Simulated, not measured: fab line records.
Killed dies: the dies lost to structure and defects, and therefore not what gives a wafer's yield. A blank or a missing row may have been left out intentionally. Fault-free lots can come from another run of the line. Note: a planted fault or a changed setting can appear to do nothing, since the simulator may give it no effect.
fab line records	flow n5-finfet
[record] lots = 9	wafers = 27	last-day = 18
route steps=1938 shown WELL_APT@29 PMOS_HMC_CHANNEL_EPI@62 BEOL_M4@1111 PASSIVATION@1936
lots with no fault: from the same line, run without faults
start-h: the number of hours between the record's first day and the start of the first shown wafer of the lot	wait-h: hours from the lot's prior step to this one	" repeats the value in the row above	L1.1+2: one row covering several wafers at once	- value missing, or start not given	* or withheld: withheld	< > ~ a bound
route shown NAME@n: names a module that has steps shown in the file, with the first one's number in the route	usual: mean/standard deviation taken from wafers without a fault	same: alike in all rows	chamber/n: place in a boat	sites: the reading at each site	_std_site: their standard deviation	_edge_site: the outer-site mean with the inner-site mean subtracted	radius-mm: for every site, how far away it sits from the centre of the wafer	mask NAME#n: copy n	behind: the most recent tool/chamber to have shaped the wafer	hold: why the lot was held/for how many hours/how that ended	device: transistor that didn't switch, given as n, p or np	end of line: at the end of the route, the tests of the same wafers	a step with no rows: only its recipe	killed: dies lost to structure and defects at the first sort, not the wafer's yield	map: dies across one wafer; x = killed, . = not, _ = none there
set.NAME: the setting that was run; set.NAME@STEP: the one run at that earlier step	model.NAME: the simulator's own value behind a step, which no gauge read
route steps across a sampled set of lots; one table per step, one row per wafer
services: a tool's chamber out of use, with start hour (start-h, from the record's first day; less than 0 if before it), hours out, and reason
[[steps]]
[step N5_WELL_APT_OVL_MEAS_09]
[recipe] points-per-wafer = 44
[usual] NWELL_OVL = 4/4.7
lot.wafer	tool	chamber	start-h	wait-h	NWELL_OVL[nm]
L218.1	overlay-02	0	13.59	0.0	1
L218.2	"	0	"	"	12
L218.6	"	0	"	"	3
L220.1	overlay-02	0	26.03	0.0	8
L220.2	"	0	"	"	9
L220.4	"	0	"	"	7
L223.2	overlay-01	0	43.74	0.0	11
L223.4	"	0	"	"	9
L223.5	"	0	"	"	16
L230.1	overlay-02	0	86.18	0.0	7
L230.2	"	0	"	"	0
L230.3	"	0	"	"	10
L231.1	overlay-02	0	91.59	0.0	3
L231.3	"	0	"	"	2
L231.5	"	0	"	"	4
L233.1	overlay-01	0	103.71	0.0	-2
L233.2	"	0	"	"	2
L233.5	"	0	"	"	1
L234.3	overlay-02	0	109.84	0.0	6
L234.5	"	0	"	"	4
L234.6	"	0	"	"	8
L238.2	overlay-01	0	133.84	0.0	5
L238.3	"	0	"	"	1
L238.5	"	0	"	"	6
L240.3	overlay-01	0	145.71	0.0	8
L240.4	"	0	"	"	0
L240.5	"	0	"	"	0
[step N5_WELL_APT_DESCUM_30]
[recipe] chemistry = O2	time-s = 7.9	source-power-w = 50	bias-power-w = 20	pressure-mtorr = 20	rf-frequency-hz = 2.712e+07	temp-c = 40	o2-flow-sccm = 225
[usual] drypump-motor-current-A = 5.8/0.43	oes-product-au = 0.76/0.071	rf-vpp-V = 242.8/1.4	showerhead-plenum-p-Torr = 2.06/0.066	throttle-valve-pct = 20.55/0.24
lot.wafer	tool	chamber	start-h	wait-h	drypump-motor-current-A	oes-product-au	rf-hours-counter-h	rf-vpp-V	showerhead-plenum-p-Torr	throttle-valve-pct
L218.1	rie-diel-05	2	14.78	0.0	6.2	0.71	199	243.5	2.15	20.65
L218.2	"	1	"	"	5.1	0.69	215	241.8	2.06	20.42
L218.6	"	3	"	"	5.7	0.76	-	242.2	2.08	20.30
L220.1	rie-diel-02	2	27.29	0.1	6.1	0.79	133	243.8	2.19	20.83
L220.2	"	3	"	"	6.1	0.75	146	240.5	2.00	20.82
L220.4	"	0	"	"	5.9	0.75	163	241.5	2.01	20.58
L223.2	rie-diel-02	0	45.11	0.0	5.9	0.75	168	241.7	2.00	20.59
L223.4	"	1	"	"	5.0	0.75	142	241.9	2.00	20.29
L223.5	"	1	"	"	5.0	0.75	-	241.6	2.00	20.31
L230.1	rie-diel-02	2	88.28	0.7	6.1	0.77	154	245.6	2.19	20.87
L230.2	"	3	"	"	6.1	0.73	167	240.6	1.99	20.87
L230.3	"	0	"	"	5.9	0.74	181	242.0	2.00	20.62
L231.1	rie-diel-02	3	92.89	0.0	6.1	0.73	168	242.7	1.99	20.86
L231.3	"	1	"	"	5.0	0.74	156	242.3	2.00	20.32
L231.5	"	1	"	"	5.0	0.74	-	241.4	2.00	20.32
L233.1	rie-diel-02	0	104.89	0.0	5.9	0.73	186	241.8	2.00	20.63
L233.2	"	1	"	"	5.0	0.74	159	242.2	2.00	20.33
L233.5	"	3	"	"	6.1	0.74	-	242.6	1.99	20.86
L234.3	rie-diel-06	2	111.01	0.0	5.9	0.68	245	242.3	2.07	20.37
L234.5	"	1	"	"	6.0	0.76	-	245.0	2.10	20.61
L234.6	"	2	"	"	5.9	0.69	-	243.0	2.07	20.36
L238.2	rie-diel-06	0	135.02	0.0	5.7	0.98	2	242.4	2.06	20.30
L238.3	"	3	"	"	6.2	0.76	153	240.5	2.01	20.49
L238.5	"	3	"	"	6.2	0.76	-	243.3	2.01	20.49
L240.3	rie-diel-02	1	146.89	0.0	5.0	0.72	174	243.1	1.99	20.34
L240.4	"	2	"	"	6.2	0.76	171	243.0	2.18	20.90
L240.5	"	2	"	"	6.2	0.76	-	245.2	2.18	20.89
[step N5_PMOS_HMC_CHANNEL_EPI_EXPOSE_06]
[recipe] mask-id = PMOS_HMC_BLK	na = 1.35	source-shape = conventional	sigma-outer = 0.8	polarization = unpolarized	target-cd-nm = 240	dose-mj = 41
[usual] exposure-dose-mJ-cm2 = 40.97/0.049	reticle-temp-C = 22.99/0.11
lot.wafer	tool	chamber	start-h	wait-h	mask	exposure-dose-mJ-cm2	reticle-temp-C
L218.1	arfi-scanner-03	0	16.75	-	PMOS_HMC_BLK#0	40.97	22.96
L218.2	"	0	"	"	PMOS_HMC_BLK#0	40.92	23.00
L218.6	"	0	"	"	PMOS_HMC_BLK#0	40.97	23.06
L220.1	arfi-scanner-03	0	29.12	-	PMOS_HMC_BLK#0	41.00	23.02
L220.2	"	0	"	"	PMOS_HMC_BLK#0	40.95	23.05
L220.4	"	0	"	"	PMOS_HMC_BLK#0	41.01	23.20
L223.2	arfi-scanner-01	0	47.05	-	PMOS_HMC_BLK#0	40.96	22.92
L223.4	"	0	"	"	PMOS_HMC_BLK#0	41.02	22.98
L223.5	"	0	"	"	PMOS_HMC_BLK#0	41.01	22.96
L230.1	arfi-scanner-03	0	90.58	-	PMOS_HMC_BLK#0	40.26	23.04
L230.2	"	0	"	"	PMOS_HMC_BLK#0	40.32	22.94
L230.3	"	0	"	"	PMOS_HMC_BLK#0	40.30	23.00
L231.1	arfi-scanner-03	0	94.72	-	PMOS_HMC_BLK#0	40.29	23.11
L231.3	"	0	"	"	PMOS_HMC_BLK#0	40.21	23.03
L231.5	"	0	"	"	PMOS_HMC_BLK#0	40.29	23.12
L233.1	arfi-scanner-01	0	106.84	-	PMOS_HMC_BLK#0	41.01	22.99
L233.2	"	0	"	"	PMOS_HMC_BLK#0	41.01	22.99
L233.5	"	0	"	"	PMOS_HMC_BLK#0	41.05	22.93
L234.3	arfi-scanner-02	0	113.08	-	PMOS_HMC_BLK#0	40.98	23.11
L234.5	"	0	"	"	PMOS_HMC_BLK#0	40.98	23.19
L234.6	"	0	"	"	PMOS_HMC_BLK#0	40.98	23.08
L238.2	arfi-scanner-01	0	137.27	-	PMOS_HMC_BLK#0	40.94	22.98
L238.3	"	0	"	"	PMOS_HMC_BLK#0	40.92	22.99
L238.5	"	0	"	"	PMOS_HMC_BLK#0	40.87	23.06
L240.3	arfi-scanner-01	0	149.39	-	PMOS_HMC_BLK#0	40.92	22.96
L240.4	"	0	"	"	PMOS_HMC_BLK#0	40.89	23.05
L240.5	"	0	"	"	PMOS_HMC_BLK#0	40.94	23.02
[step N5_PMOS_HMC_CHANNEL_EPI_ETCH_32]
[recipe] chemistry = N2/H2	target = BARC	stop-on = SiO2	target-depth-a = 858	over-etch-frac = 0.3	time-s = 50.3	ion-energy-ev = 200	mask-material = CAR-ArF-block	pressure-mtorr = 30	source-w = 840	bias-w = 150	n2-flow-sccm = 200	h2-flow-sccm = 200
[usual] drypump-motor-current-A = 5.6/0.42	oes-product-au = 0.70/0.085	rf-vpp-V = 524.4/2.8	showerhead-plenum-p-Torr = 2.56/0.099	throttle-valve-pct = 17.87/0.21
lot.wafer	tool	chamber	start-h	wait-h	drypump-motor-current-A	oes-product-au	rf-hours-counter-h	rf-vpp-V	showerhead-plenum-p-Torr	throttle-valve-pct
L218.1	rie-diel-03	2	16.99	0.0	5.4	0.77	35	528.1	2.70	18.05
L218.2	"	0	"	"	5.3	0.63	187	519.2	2.43	18.03
L218.6	"	0	"	"	5.3	0.63	-	520.8	2.43	18.01
L220.1	rie-diel-04	3	29.52	0.0	6.5	0.64	174	520.0	2.43	17.87
L220.2	"	2	"	"	5.8	0.62	185	527.2	2.63	17.97
L220.4	"	1	"	"	5.7	0.75	33	523.1	2.49	17.54
L223.2	rie-diel-04	0	47.62	0.0	5.8	0.60	205	525.4	2.63	17.98
L223.4	"	1	"	"	5.7	0.75	39	523.0	2.49	17.56
L223.5	"	1	"	"	5.7	0.75	-	522.2	2.49	17.54
L230.1	rie-diel-03	1	90.82	0.0	5.9	0.78	13	524.6	2.59	17.68
L230.2	"	2	"	"	5.4	0.73	57	526.5	2.69	18.08
L230.3	"	0	"	"	5.3	0.61	208	520.2	2.42	18.06
L231.1	rie-diel-01	0	94.97	0.0	5.1	0.77	27	528.3	2.71	17.90
L231.3	"	1	"	"	5.9	0.80	4	529.6	2.71	17.32
L231.5	"	1	"	"	6.0	0.80	-	527.6	2.71	17.32
L233.1	rie-diel-03	2	107.09	0.0	5.4	0.73	62	528.8	2.69	18.09
L233.2	"	1	"	"	5.9	0.79	18	524.9	2.59	17.70
L233.5	"	3	"	"	4.8	0.76	-	521.8	2.49	17.99
L234.3	rie-diel-01	3	113.34	0.0	5.4	0.77	24	526.6	2.60	17.74
L234.5	"	2	"	"	5.6	0.60	-	523.4	2.52	18.07
L234.6	"	3	"	"	5.4	0.77	-	525.2	2.60	17.73
L238.2	rie-diel-04	2	137.51	0.0	5.8	0.60	215	526.4	2.61	18.03
L238.3	"	1	"	"	5.7	0.73	58	522.8	2.48	17.59
L238.5	"	2	"	"	5.7	0.60	-	525.0	2.61	18.03
L240.3	rie-diel-04	2	149.62	0.0	5.8	0.60	218	527.7	2.61	18.04
L240.4	"	1	"	"	5.7	0.72	61	521.0	2.48	17.59
L240.5	"	1	"	"	5.7	0.73	-	522.4	2.48	17.58
[step N5_BEOL_M4_RC_MEAS_101]
[usual] DIBL_N = 36.4/1.3	DIBL_P = 36.5/1.7	IOFF_N = 0.154/0.022	IOFF_P = 0.202/0.025	ION_N = 671/9.8	ION_P = 460/6.8	SS_N = 71.6/0.54	SS_P = 73.4/0.58	VT_N = 250.9/2.8	VT_P = -251.4/2.7
lot.wafer	tool	chamber	start-h	wait-h	DIBL_N[mV/V]	DIBL_P[mV/V]	IOFF_N[nA/um]	IOFF_P[nA/um]	ION_N[uA/um]	ION_P[uA/um]	SS_N[mV/dec]	SS_P[mV/dec]	VT_N[mV]	VT_P[mV]
L218.1	prober-01	0	167.88	0.0	39.0	37.2	0.176	0.213	686	469	73.3	74.2	247.0	-251.2
L218.2	"	0	"	"	39.4	37.7	0.183	0.222	683	461	72.5	74.1	247.6	-249.5
L218.6	"	0	"	"	40.5	39.9	0.224	0.259	697	477	72.8	74.2	244.5	-250.8
L220.1	prober-02	0	175.60	0.0	37.7	38.0	0.170	0.216	667	457	71.6	74.3	249.1	-252.6
L220.2	"	0	"	"	34.9	34.4	0.125	0.167	657	453	70.8	73.3	255.3	-256.2
L220.4	"	0	"	"	37.6	37.3	0.170	0.201	672	456	71.3	74.2	251.2	-253.2
L223.2	prober-02	0	194.46	0.2	36.6	37.2	0.147	0.204	679	463	72.0	73.4	249.0	-249.7
L223.4	"	0	"	"	36.0	36.3	0.145	0.201	694	469	71.6	72.9	250.9	-250.8
L223.5	"	0	"	"	35.3	35.5	0.134	0.183	665	460	71.7	73.3	251.9	-252.3
L230.1	prober-01	0	230.23	0.0	35.9	38.8	0.157	0.192	673	458	71.7	73.6	249.1	-254.4
L230.2	"	0	"	"	35.8	39.1	0.153	0.191	665	458	71.6	73.8	251.6	-251.8
L230.3	"	0	"	"	35.6	38.8	0.147	0.182	672	452	71.8	73.1	252.3	-254.5
L231.1	prober-02	0	230.72	0.0	36.2	36.7	0.164	0.205	681	464	71.7	72.6	250.9	-250.8
L231.3	"	0	"	"	35.1	35.4	0.143	0.187	671	459	71.8	72.5	252.5	-251.6
L231.5	"	0	"	"	34.2	33.9	0.132	0.176	671	458	71.3	72.5	251.3	-253.4
L233.1	prober-01	0	261.24	0.0	37.2	35.4	0.176	0.210	665	452	72.6	73.9	250.9	-251.1
L233.2	"	0	"	"	35.0	34.6	0.140	0.197	667	457	72.0	73.3	252.5	-249.8
L233.5	"	0	"	"	36.2	35.3	0.156	0.205	663	456	71.8	73.6	250.5	-248.8
L234.3	prober-01	0	265.63	0.3	33.6	33.9	0.125	0.181	662	457	70.7	72.4	255.2	-250.4
L234.5	"	0	"	"	34.6	35.4	0.136	0.197	671	463	71.0	73.3	252.1	-249.0
L234.6	"	0	"	"	35.3	36.2	0.144	0.205	667	457	71.8	73.4	253.1	-250.7
L238.2	prober-01	0	295.86	0.2	37.1	35.6	0.163	0.198	661	449	71.9	73.7	250.8	-252.9
L238.3	"	0	"	"	37.6	37.3	0.188	0.241	676	463	71.9	74.4	244.2	-245.9
L238.5	"	0	"	"	37.2	37.7	0.193	0.248	687	469	71.4	73.6	246.1	-245.7
L240.3	prober-01	0	310.98	0.3	34.7	34.7	0.130	0.191	662	459	71.6	72.5	253.3	-251.2
L240.4	"	0	"	"	35.0	35.3	0.134	0.199	679	466	70.6	72.7	251.0	-248.1
L240.5	"	0	"	"	35.2	36.0	0.145	0.215	672	464	71.2	72.4	250.8	-249.1
[step N5_PASSIVATION_PROBE_49]
[usual] defect-limited-yield = 91.1/1.3	killed_at_M0_to_M3 = 34/10	killed_at_M4_up = 14/5.7	killed-at-contacts = 12/5.9	killed-at-front-end = 41/12	killed-at-other = 4/3.1	killed-dies = 105/15	killed-on-rim = 14/4.2	killed-open = 69/11	killed-short = 35/7.8	sort_bin_5_function = 5.3/0.81	sort_bin_6_memory = 3.3/0.75	sort-n-pass = 1075/15	sort-yield-pct = 91.1/1.3
[same] gross-dies = 1180	killed-at-back-side = 0	sort_bin_4_leakage[%] = 0	sort_bin_8_speed[%] = 0
lot.wafer	tool	chamber	start-h	wait-h	defect-limited-yield[%]	killed_at_M0_to_M3	killed_at_M4_up	killed-at-contacts	killed-at-front-end	killed-at-other	killed-dies	killed-on-rim	killed-open	killed-short	sort_bin_5_function[%]	sort_bin_6_memory[%]	sort-n-pass	sort-yield-pct[%]
L223.2	prober-01	-	317.98	0.8	93.3	25	12	16	25	1	79	7	46	33	4.2	2.1	1101	93.3
L223.4	prober-01	-	318.08	0.9	90.9	32	14	10	49	2	107	13	67	40	6.1	2.8	1073	90.9
L223.5	prober-01	-	318.13	0.9	90.3	39	10	20	40	5	114	12	77	36	4.9	4.5	1066	90.3
L230.1	prober-02	-	343.66	0.0	91.0	25	21	12	42	6	106	9	66	39	5.0	3.6	1074	91.0
L230.2	prober-02	-	343.71	0.1	89.7	37	19	9	52	4	121	17	81	40	6.3	3.7	1059	89.7
L230.3	prober-02	-	343.76	0.1	89.4	27	10	15	63	10	125	20	82	41	5.7	4.5	1055	89.4
L233.1	prober-02	-	368.49	0.4	91.3	38	20	9	36	0	103	18	66	37	5.6	3.0	1077	91.3
L233.2	prober-02	-	368.54	0.4	92.1	26	20	17	30	0	93	11	62	29	4.8	2.7	1087	92.1
L233.5	prober-02	-	368.69	0.6	91.3	15	12	12	61	3	103	12	66	34	5.0	3.3	1077	91.3
L240.3	prober-01	-	423.49	0.7	92.1	42	12	7	29	3	93	11	59	34	4.3	3.3	1087	92.1
L240.4	prober-01	-	423.54	0.8	92.1	37	4	14	33	5	93	13	66	27	5.3	2.5	1087	92.1
L240.5	prober-01	-	423.59	0.8	89.7	44	10	22	42	4	122	19	85	37	5.9	4.0	1058	89.7
// killed by level:class
L223.2 MOL_CONTACT_COAG:geometric-particle:open=10 FIN_SAQP:geometric-particle:short=8 BEOL_M0_SAQP:geometric-particle:short=8 MOL_CONTACT_COAG:geometric-particle:short=6 FIN_SAQP:geometric-particle:open=6 BEOL_M4:geometric-particle:open=6 BEOL_M0_SAQP:geometric-particle:open=4 BEOL_M3:geometric-particle:short=4
L223.4 STI_FIN_REVEAL:geometric-particle:open=15 BEOL_M0_SAQP:geometric-particle:short=10 FIN_SAQP:geometric-particle:short=8 MOL_CONTACT_COAG:geometric-particle:open=8 BEOL_M0_SAQP:geometric-particle:open=8 BEOL_M4:geometric-particle:open=7 BEOL_M2:geometric-particle:open=6 ILD0:geometric-particle:open=4
L223.5 STI_FIN_REVEAL:geometric-particle:open=19 MOL_CONTACT_COAG:geometric-particle:open=17 BEOL_M0_SAQP:geometric-particle:short=11 BEOL_M0_SAQP:geometric-particle:open=11 BEOL_M1:geometric-particle:open=5 BEOL_M4:geometric-particle:open=4 PASS1_CAP:geometric-particle:short=4 FIN_SAQP:geometric-particle:open=3
L230.1 BEOL_M4:geometric-particle:open=12 MOL_CONTACT_COAG:geometric-particle:open=10 FIN_SAQP:geometric-particle:short=8 FIN_SAQP:geometric-particle:open=7 BEOL_M0_SAQP:geometric-particle:open=6 STI_FIN_REVEAL:geometric-particle:open=5 ILD0:geometric-particle:short=5 BEOL_M1:geometric-particle:open=5
L230.2 FIN_SAQP:geometric-particle:short=12 STI_FIN_REVEAL:geometric-particle:open=12 FIN_SAQP:geometric-particle:open=11 BEOL_M4:geometric-particle:open=11 BEOL_M0_SAQP:geometric-particle:open=10 BEOL_M2:geometric-particle:open=8 BEOL_M0_SAQP:geometric-particle:short=8 MOL_CONTACT_COAG:geometric-particle:open=7
L230.3 STI_FIN_REVEAL:geometric-particle:open=16 MOL_CONTACT_COAG:geometric-particle:open=12 FIN_SAQP:geometric-particle:open=10 GATE_CUT:geometric-particle:short=8 BEOL_M4:geometric-particle:open=8 BEOL_M0_SAQP:geometric-particle:short=7 STARTING-WAFER:geometric-particle:open=7 BEOL_M2:geometric-particle:open=6
L233.1 BEOL_M2:geometric-particle:open=11 BEOL_M4:geometric-particle:open=9 BEOL_M1:geometric-particle:open=8 BEOL_M0_SAQP:geometric-particle:open=7 FIN_SAQP:geometric-particle:short=6 MOL_CONTACT_COAG:geometric-particle:open=6 BEOL_M0_SAQP:geometric-particle:short=6 FIN_SAQP:geometric-particle:open=5
L233.2 MOL_CONTACT_COAG:geometric-particle:open=15 STI_FIN_REVEAL:geometric-particle:open=10 BEOL_M4:geometric-particle:open=8 ILD0:geometric-particle:short=7 BEOL_M1:geometric-particle:open=7 BEOL_M0_SAQP:geometric-particle:short=7 BEOL_M2:geometric-particle:open=5 BEOL_M0_SAQP:geometric-particle:open=4
L233.5 FIN_SAQP:geometric-particle:open=10 STI_FIN_REVEAL:geometric-particle:open=9 BEOL_M4:geometric-particle:open=9 MOL_CONTACT_COAG:geometric-particle:open=9 FIN_SAQP:geometric-particle:short=7 GATE_CUT:geometric-particle:open=7 STARTING-WAFER:geometric-particle:short=7 DUMMY_GATE:geometric-particle:open=6
L240.3 BEOL_M0_SAQP:geometric-particle:open=15 BEOL_M0_SAQP:geometric-particle:short=14 GATE_CUT:geometric-particle:short=5 MOL_CONTACT_COAG:geometric-particle:open=5 BEOL_M3:geometric-particle:open=5 FIN_SAQP:geometric-particle:open=4 STI_FIN_REVEAL:geometric-particle:open=4 BEOL_M0:geometric-particle:open=4
L240.4 MOL_CONTACT_COAG:geometric-particle:open=14 BEOL_M3:geometric-particle:open=14 STI_FIN_REVEAL:geometric-particle:open=8 BEOL_M0_SAQP:geometric-particle:short=8 BEOL_M0_SAQP:geometric-particle:open=7 GATE_CUT:geometric-particle:short=5 FIN_SAQP:geometric-particle:open=4 ILD0:geometric-particle:open=4
L240.5 MOL_CONTACT_COAG:geometric-particle:open=16 STI_FIN_REVEAL:geometric-particle:open=12 BEOL_M0_SAQP:geometric-particle:open=12 FIN_SAQP:geometric-particle:open=10 BEOL_M0_SAQP:geometric-particle:short=9 BEOL_M3:geometric-particle:open=7 FIN_SAQP:geometric-particle:short=6 MOL_CONTACT_COAG:geometric-particle:short=6
[[services]]
tool	chamber	start-h	hours	kind
rie-diel-02	0	1.37	6.3	repair
arfi-scanner-03	-	11.93	0.3	repair
rie-diel-03	0	17.93	3.8	repair
arfi-scanner-03	-	22.95	3.1	pm
arfi-scanner-01	-	30.45	1.0	pm
rie-diel-02	-	35.44	0.6	repair
rie-diel-02	0	38.20	4.3	repair
rie-diel-05	0	40.26	8.8	repair
rie-diel-01	3	44.83	2.5	repair
arfi-scanner-02	-	48.32	1.0	pm
arfi-scanner-03	-	49.45	1.3	pm
arfi-scanner-03	-	78.96	1.0	pm
rie-diel-04	1	89.19	5.1	repair
arfi-scanner-01	-	90.73	0.8	pm
rie-diel-02	2	90.82	4.3	repair
arfi-scanner-01	-	94.72	0.3	repair
rie-diel-01	0	102.36	22.0	repair
arfi-scanner-01	-	104.65	0.4	repair
rie-diel-04	1	105.96	14.5	repair
arfi-scanner-03	-	111.17	0.8	pm
arfi-scanner-01	-	115.63	1.3	pm
rie-diel-04	3	120.72	9.8	repair
arfi-scanner-01	-	137.50	1.9	repair
rie-diel-03	2	147.89	8.5	repair
[[key]]
[first-sign] step = N5_PMOS_HMC_CHANNEL_EPI_EXPOSE_06	reading = exposure-dose-mJ-cm2	direction = down	sigmas = 14	usual = 40.97	struck = 40.28
effect none on later readings
met-at N5_PMOS_HMC_CHANNEL_EPI_EXPOSE_06
struck-lots L230,L231
[loop-trim] step = N5_PMOS_HMC_CHANNEL_EPI_EXPOSE_06	setting = dose	lots = L231
not-acting-at N5_WELL_APT_OVL_MEAS_09,N5_WELL_APT_DESCUM_30,N5_PMOS_HMC_CHANNEL_EPI_ETCH_32
onset-between 29.12 90.58
[fault] kind = process-parameter-drift	tool = arfi-scanner-03	chamber = -	onset-h = 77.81	steps = N5_PMOS_HMC_CHANNEL_EPI_EXPOSE_06	channel = dose-mj	offset = -0.70432	shape = step	acts-in = these-recipes-only	stated = 41
// loop-trim: a control loop set the setting to another value than it would have without faults
